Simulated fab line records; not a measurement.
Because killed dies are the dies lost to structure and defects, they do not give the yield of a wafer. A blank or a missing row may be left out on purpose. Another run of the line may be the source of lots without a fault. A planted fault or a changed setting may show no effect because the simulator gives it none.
Struck lot and sound lot, side by side    flow n5-finfet    14 out of 1938 route steps
Sound: the wafers L865.2, L865.3, L865.6. The struck wafers were L856.1, L856.3, L856.4. Last of all comes the cause.
At each step with rows: each side's tool, then ch and its chambers, then its first start. Under that, the readings that differ: sound wafers    struck wafers    difference of the means    sigmas: that difference in standard deviations of wafers without a fault.
alike: words and numbers the same on both sides, and readings whose means are apart by under 2 such deviations; not compared: readings that were withheld, readings missing a value for some wafer, numbers with overlapping values and no deviation given by the record, and bounds like >300 which may hide the same value.
The two part at a step that has a row with sigmas, a row that says differs or no value, or rows on one side only. Non-overlapping numbers with no deviation appear without sigmas and do not part them. A reading that every wafer of one side lacks parts them only if that side has two wafers or more.

first, 2 steps without rows for these wafers: N5_BEOL_M3_STRIP_65 (strips in N2/H2); N5_BEOL_M3_STRIP_75 (strips in N2/H2).
N5_BEOL_M3_STRIP_66: strips in CF4.
  sound on rie-diel-06 ch 0,2,3, day 12 16:29; struck on rie-diel-02 ch 0,2,3, day 10 05:27
  alike: chamber-pressure-mTorr, drypump-motor-current-A, oes-product-au, rf-vpp-V, showerhead-plenum-p-Torr, throttle-valve-pct
  not compared: rf-hours-counter-h
N5_BEOL_M3_HM_OPEN_17: chemistry Cl2/BCl3, target TiN, target depth 20 nm, overetch 6 nm.
  sound on rie-metal-01 ch 0,1, day 12 16:32; struck on rie-metal-01 ch 0,1, day 10 05:29
  alike: bias-w, chamber-pressure-mTorr, drypump-motor-current-A, oes-product-au, throttle-valve-pct
  not compared: rf-hours-counter-h
N5_BEOL_M3_STRIP_19: strips in O2.
  sound on rie-diel-06 ch 1,2,3, day 12 16:38; struck on rie-diel-01 ch 0,1, day 10 05:36
  alike: chamber-pressure-mTorr, drypump-motor-current-A, o2-flow-sccm, oes-product-au, rf-vpp-V, showerhead-plenum-p-Torr, throttle-valve-pct
  not compared: rf-hours-counter-h
N5_BEOL_M3_CD_MEAS_18: pitch 36 nm, target cd 18 nm.
  sound on cd-sem-03 at day 12 16:43; struck on cd-sem-02 at day 10 05:40
  alike: cd-nm
then, 6 steps without rows for these wafers: N5_BEOL_M3_COAT_67 (time 60 s, resist thk 60 nm); N5_BEOL_M3_COAT_68 (time 60 s, resist thk 12 nm); N5_BEOL_M3_COAT_76 (time 60 s, resist thk 5 nm); N5_BEOL_M3_COAT_22 (resist thk 30 nm); N5_BEOL_M3_EBR_24; N5_BEOL_M3_SOFTBAKE_23 (time 60 s).
N5_BEOL_M3_EXPOSE_25: exposes mask V2, defocus 5 nm.
  sound on euv-scanner-02 ch 0, day 12 17:01; struck on euv-scanner-01, day 10 05:58
  no value came back on the struck wafers for dipole-opening-deg (degrees), exposure-dose-mJ-cm2; on the sound wafers dipole-opening-deg (degrees) reads 30 30 30
  alike: mask
then, 1 step without rows for these wafers: N5_BEOL_M3_PEB_26 (peb time 60 s).

== WHERE THEY PART ==
Only at N5_BEOL_M3_EXPOSE_25, as far as this record shows.

WHY: what the simulator had put in
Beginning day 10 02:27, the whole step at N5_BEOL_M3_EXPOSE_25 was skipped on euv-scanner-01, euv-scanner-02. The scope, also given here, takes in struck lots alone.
